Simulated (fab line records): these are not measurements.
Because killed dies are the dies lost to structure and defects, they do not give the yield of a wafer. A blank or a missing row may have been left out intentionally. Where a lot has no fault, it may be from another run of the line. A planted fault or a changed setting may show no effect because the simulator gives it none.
8D (eight disciplines) problem report, filled in by code ; flow nand-harc ; the parts of the form that need people (team, actions taken, sign-off) are left out

## 1. WHAT IS WRONG
At NHARC_A_ONON_D1_THK_MEAS_21, thk-nm averages 784 nm over 3 wafers from 3 lots, while fault-free wafers read 1000 nm, standard deviation 6.8. Measured from the usual mean, that is -32 standard deviations.
The step: measures by ellipsometry.
Seen first at day 13 14:40 on film-metro-02, wafer L524.1. The record has a number at this step for 37 wafers belonging to 13 lots. Rule for "out", or "out of limits": more than 4 standard deviations from the usual mean. All remaining wafers that have a number are taken as sound.

## 2. WHAT IT IS, WHAT IT ISN'T
question;is;is not
which readings at this step;thk-nm;-
which lots;L524, L525, L528;L512, L514, L516, L517, L518, L519, L522, L523, L533, L534
which wafers of those lots;L524.1, L525.1, L528.1;L524.5, L524.6, L525.6, L528.2
read on which gauges;film-metro-01, film-metro-02;-
when;from day 13 14:40;"up to then (26 sound wafers); but 8 sound wafers of L525, L528, L533, L534 came after"

## 3. SUSPECTS, AND WHAT RULES EACH OUT
Counting: any tool at a process step up to the reading remains a suspect provided it ran every lot that is out. Sound lots after the first of them don't rule it out here, since some wafers of a struck lot are sound.
- the gauge at NHARC_A_ONON_D1_THK_MEAS_21 has been ruled out. Those wafers that are out were read across 2 gauges (film-metro-01, film-metro-02).
- rie-diel-02 at NHARC_P_BONDPAD_ACTIVATE_29 (chemistry N2, time 60 s): kept. It processed each lot that is out (first: L524, day 12 04:25); up to then, its last sound lot is L523 (day 12 01:02).
- pecvd-onon-02 at NHARC_A_ONON_D1_DEP_19 (target thk 1000 nm): kept. It processed each lot that is out (first: L524, day 13 14:10); up to then, its last sound lot is L523 (day 13 10:22).
After counting, rie-diel-02 at NHARC_P_BONDPAD_ACTIVATE_29 and pecvd-onon-02 at NHARC_A_ONON_D1_DEP_19 remain.

## 4. THE CAUSE (what the simulator had put in)
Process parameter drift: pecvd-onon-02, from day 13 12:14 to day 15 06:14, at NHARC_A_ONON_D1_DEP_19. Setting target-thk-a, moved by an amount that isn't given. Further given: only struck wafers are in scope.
Counting leaves 2 suspects; this tool is one of them.

## 5. THE CHAIN OF EFFECTS, in route order
Each row: a reading where the mean over the struck wafers with a number is more than 3 standard deviations away from the usual. Only readings whose record carries a usual standard deviation are examined. hours: median over the lots of the time between each lot's start at the first step of this table that gives one and its start at this step. sigmas: the change, counted in usual standard deviations.
hours;step;reading;usual;on struck wafers;change;sigmas
0;NHARC_A_ONON_D1_THK_MEAS_21;thk-nm;1000 nm;784;-216;-32
378;NHARC_END_SORT_01;killed-at-array;52;669;+617;+34
378;NHARC_END_SORT_01;killed-dies;57;677;+620;+33

## 6. WHAT WOULD HAVE CAUGHT IT SOONER
In this record the first reading out of limits at a measuring or inspecting step was taken at day 13 14:40, 2 hours after the fault began at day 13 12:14.
Lots out: 3; of these, L525, L528 started NHARC_A_ONON_D1_DEP_19 on pecvd-onon-02 after day 13 14:40. A hold on the tool at that time would have spared those 2.
